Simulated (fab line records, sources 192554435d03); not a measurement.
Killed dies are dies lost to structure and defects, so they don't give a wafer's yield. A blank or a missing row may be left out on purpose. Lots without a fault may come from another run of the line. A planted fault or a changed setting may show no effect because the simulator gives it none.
Chamber matching | flow n5_finfet | N5_MOL_CONTACT_COAG_ALD_131 on ald_sin-03: 4 sister chambers
The step deposits SiO2, target thk 5 nm, pulse time 1 s, co reactant pulse time 1 s. 4 wafers are shown with their chamber, then 11 later ones without.

WAFERS WITH THEIR CHAMBER
wafer  | chamber | heater_power_w (W)
L083.6 | 0       | 72
L089.1 | 3       | 85
L089.4 | 1       | 82
L091.2 | 2       | 67

WAFERS WITHOUT THEIR CHAMBER
wafer  | heater_power_w (W)
L091.4 | 70
L091.6 | 89
L094.3 | 69
L094.4 | 68
L094.6 | 68
L095.4 | 67
L095.5 | 80
L095.6 | 69
L097.1 | 70
L097.4 | 70
L097.5 | 88

WHICH CHAMBER EACH WENT THROUGH
wafer  | from the rows above     | in truth
L091.4 | can't be placed: 0 or 2 | 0
L091.6 | can't be placed: 3 or 1 | 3
L094.3 | can't be placed: 2 or 0 | 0
L094.4 | can't be placed: 2 or 0 | 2
L094.6 | can't be placed: 2 or 0 | 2
L095.4 | 2                       | 2
L095.5 | can't be placed: 1 or 3 | 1
L095.6 | can't be placed: 2 or 0 | 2
L097.1 | can't be placed: 0 or 2 | 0
L097.4 | can't be placed: 0 or 2 | 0
L097.5 | can't be placed: 3 or 1 | 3
Placed correctly: 1 of 11. Can't be placed from these rows: 10 (the true chamber is among the candidates in 10). Placed wrongly: 0.
How it was worked out, from the rows above alone: a wafer's distance from a chamber is the root of the sum, over the readings, of the square of ((its reading less the chamber's mean) divided by the reading's scatter). The wafer belongs to the nearest chamber; if the next one is less than 2 further off, it can't be placed. A chamber's mean is the mean of its shown wafers. The scatter: with one shown wafer a chamber, the root of the mean of the squares of how far each hidden wafer lies from its nearest shown one.
